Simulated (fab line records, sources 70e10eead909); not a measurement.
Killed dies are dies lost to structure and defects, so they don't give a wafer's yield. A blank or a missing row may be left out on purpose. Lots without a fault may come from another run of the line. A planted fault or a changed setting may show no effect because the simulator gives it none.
Which tool did it? | flow nand_harc | 13 lots, 39 wafers sampled, at 5 steps of a route of 1302

WHAT THE GAUGES READ, wafer by wafer
NHARC_A_M1_THK_MEAS_24: measures by xrf. Usual: thk_nm 154.6 nm, standard deviation 1.4.
lot  | measured     | on            | thk_nm (nm)       | flag
L529 | day 22 21:34 | film_metro-02 | 156.7 153.5 156.2 |
L530 | day 23 11:07 | film_metro-01 | 156.3 154.9 156.0 |
L532 | day 23 13:29 | film_metro-02 | 154.1 154.1 155.6 |
L531 | day 23 11:28 | film_metro-02 | 153.6 155.2 156.3 |
L533 | day 24 05:47 | film_metro-02 | 152.7 156.2 156.0 |
L534 | day 24 13:02 | film_metro-02 | 155.5 155.9 155.4 |
L535 | day 25 13:10 | film_metro-01 | 152.6 154.8 156.1 |
L536 | day 26 04:11 | film_metro-02 | 155.5 155.1 153.9 |
L537 | day 27 06:16 | film_metro-02 | 156.4 155.2 154.0 |
L538 | day 26 19:14 | film_metro-01 | 152.2 150.4 153.8 |
L548 | day 31 00:53 | film_metro-01 | 156.0 154.7 153.1 |
L550 | day 31 13:31 | film_metro-01 | 154.8 153.9 156.9 |
L551 | day 33 07:56 | film_metro-01 | 150.9 153.1 151.5 |

NHARC_END_SORT_01. Usual: killed_at_array 64, standard deviation 16; killed_at_other 1.0, standard deviation 1.1; killed_at_periphery 3.5, standard deviation 2.3; killed_dies 69, standard deviation 17; killed_open 3.2, standard deviation 1.6; killed_short 2.4, standard deviation 1.6.
lot  | measured     | on        | killed_at_array | killed_at_other | killed_at_periphery | killed_dies | killed_open | killed_short | flag
L548 | day 32 18:23 | prober-01 | 120 116 152     | 0 0 1           | 1 1 3               | 121 117 156 | 2 3 4       | 2 3 5        | OFF
L550 | day 33 06:43 | prober-01 | 171 147 140     | 1 2 1           | 3 6 4               | 175 155 145 | 2 2 6       | 1 4 2        | OFF

WHICH TOOL RAN EACH LOT (tool, then ch and the chambers of the sampled wafers, then the start)
lot  | NHARC_A_CHANNEL_FILL_D2_ETCHBACK_08 | NHARC_A_BONDPAD_DEP_00                     | NHARC_A_BONDPAD_ANNEAL_28
L529 | rie_diel-09 ch 0,3, day 15 06:50    | pecvd-01 ch 0,2, day 23 01:30 or earlier   | rtp_anneal-01 ch 0, day 23 01:30
L530 | rie_diel-09 ch 0,2,3, day 15 15:13  | pecvd-01 ch 0,1,2, day 23 12:00            | rtp_anneal-01 ch 0, day 23 15:09
L532 | rie_diel-13 ch 2,3, day 16 04:20    | pecvd-01 ch 1,2, day 23 14:26              | rtp_anneal-01 ch 0, day 23 17:33
L531 | rie_diel-09 ch 1,2,3, day 16 04:23  | pecvd-04 ch 0,1,2, day 23 15:32 or earlier | rtp_anneal-02 ch 0, day 23 15:32
L533 | rie_diel-09 ch 0,1, day 16 21:51    | pecvd-04 ch 0,2, day 24 06:41              | rtp_anneal-01 ch 0, day 24 09:40
L534 | rie_diel-13 ch 0,1,3, day 16 21:52  | pecvd-01 ch 1,2, day 24 13:56              | rtp_anneal-01 ch 0, day 24 16:53
L535 | rie_diel-09 ch 0,1,2, day 17 21:01  | pecvd-04 ch 1,2, day 25 17:13 or earlier   | rtp_anneal-01 ch 0, day 25 17:13
L536 | rie_diel-07 ch 0,1, day 18 07:56    | pecvd-01 ch 0,2, day 26 05:03              | rtp_anneal-01 ch 0, day 26 08:16
L537 | rie_diel-09 ch 0,1,3, day 18 07:57  | pecvd-01 ch 0,1,2, day 27 07:10            | rtp_anneal-02 ch 0, day 27 10:20
L538 | rie_diel-09 ch 0,3, day 19 03:04    | pecvd-02 ch 0,1,2, day 26 20:05            | rtp_anneal-02 ch 0, day 26 23:14
L548 | rie_diel-07 ch 0,2,3, day 23 02:33  | pecvd-02 ch 1,2, day 31 01:44              | rtp_anneal-02 ch 0, day 31 04:53
L550 | rie_diel-07 ch 0,1,3, day 24 11:22  | pecvd-02 ch 0,2, day 31 14:31              | rtp_anneal-01 ch 0, day 31 17:40
L551 | rie_diel-13 ch 0,3, day 25 03:22    | pecvd-04 ch 0,2, day 33 11:57 or earlier   | rtp_anneal-01 ch 0, day 33 11:57
- NHARC_A_CHANNEL_FILL_D2_ETCHBACK_08: etches the open film in C4F8, target depth 220 nm, time 110 s.
- NHARC_A_BONDPAD_DEP_00: deposits SiCN, target thk 250 nm.
- NHARC_A_BONDPAD_ANNEAL_28: time 90 s.

WHAT THE TOOLS THEMSELVES READ (means of the sampled wafers that have a number; where no wafer has one, the mark that the record gives instead)
NHARC_A_CHANNEL_FILL_D2_ETCHBACK_08. Usual: oes_product_au 0.96 a.u., standard deviation 0.037; rf_vpp_V 441 V, standard deviation 3.1.
lot  | tool        | oes_product_au (a.u.) | rf_vpp_V (V) | flag
L529 | rie_diel-09 | 1.01                  | 438          |
L530 | rie_diel-09 | 1.01                  | 438          |
L532 | rie_diel-13 | 0.99                  | 440          |
L531 | rie_diel-09 | 1.00                  | 439          |
L533 | rie_diel-09 | 0.93                  | 440          |
L534 | rie_diel-13 | 0.92                  | 444          |
L535 | rie_diel-09 | 0.93                  | 439          |
L536 | rie_diel-07 | 0.92                  | 443          |
L537 | rie_diel-09 | 1.00                  | 438          |
L538 | rie_diel-09 | 0.99                  | 437          |
L548 | rie_diel-07 | 0.93                  | 443          |
L550 | rie_diel-07 | 1.00                  | 442          |
L551 | rie_diel-13 | 0.96                  | 443          |

NHARC_A_BONDPAD_DEP_00. Usual: heater_power_w 627 W, standard deviation 83.
lot  | tool     | heater_power_w (W) | flag
L529 | pecvd-01 | 697                |
L530 | pecvd-01 | 651                |
L532 | pecvd-01 | 665                |
L531 | pecvd-04 | 621                |
L533 | pecvd-04 | 724                |
L534 | pecvd-01 | 667                |
L535 | pecvd-04 | 580                |
L536 | pecvd-01 | 724                |
L537 | pecvd-01 | 686                |
L538 | pecvd-02 | 522                |
L548 | pecvd-02 | 467                |
L550 | pecvd-02 | 608                |
L551 | pecvd-04 | 642                |

NHARC_A_BONDPAD_ANNEAL_28. Usual: wafer_temp_C_max 226.02, standard deviation 0.23.
lot  | tool          | wafer_temp_C_max | flag
L529 | rtp_anneal-01 | 226.15           |
L530 | rtp_anneal-01 | 225.92           |
L532 | rtp_anneal-01 | 225.96           |
L531 | rtp_anneal-02 | 225.86           |
L533 | rtp_anneal-01 | 225.72           |
L534 | rtp_anneal-01 | 226.36           |
L535 | rtp_anneal-01 | 225.87           |
L536 | rtp_anneal-01 | 225.97           |
L537 | rtp_anneal-02 | 225.96           |
L538 | rtp_anneal-02 | 225.96           |
L548 | rtp_anneal-02 | 225.95           |
L550 | rtp_anneal-01 | 226.02           |
L551 | rtp_anneal-01 | 226.32           |

THE ANSWER, worked out from the rows above alone
Rule: a lot is off if the mean of its wafers that have a number lies more than 3 standard deviations from the usual mean. A lot without any number at a reading at which 4 lots or more have one is off too. The other lots that the step has rows for count as sound. The gauges are gone through in route order, then the tools' own readings, and for those a lot's mean is taken as printed above. The first step at which some lot is off is used, and at that step the reading that is off furthest; a lot without a number counts as furthest.
Off: L548, L550, at NHARC_END_SORT_01 (killed_at_array). Neither off nor sound, because the step has no rows for them: L529, L530, L532, L531, L533, L534, L535, L536, L537, L538, L551.
A tool fits if, at a process step before that reading, it ran every lot that is off, and no sound lot after the first of them. The gauges at NHARC_END_SORT_01 are tried like those tools. Can't be told from this: 3 tools fit, rie_diel-07 at NHARC_A_CHANNEL_FILL_D2_ETCHBACK_08, pecvd-02 at NHARC_A_BONDPAD_DEP_00, prober-01 at NHARC_END_SORT_01.

WHAT THE SIMULATOR HAD PUT IN
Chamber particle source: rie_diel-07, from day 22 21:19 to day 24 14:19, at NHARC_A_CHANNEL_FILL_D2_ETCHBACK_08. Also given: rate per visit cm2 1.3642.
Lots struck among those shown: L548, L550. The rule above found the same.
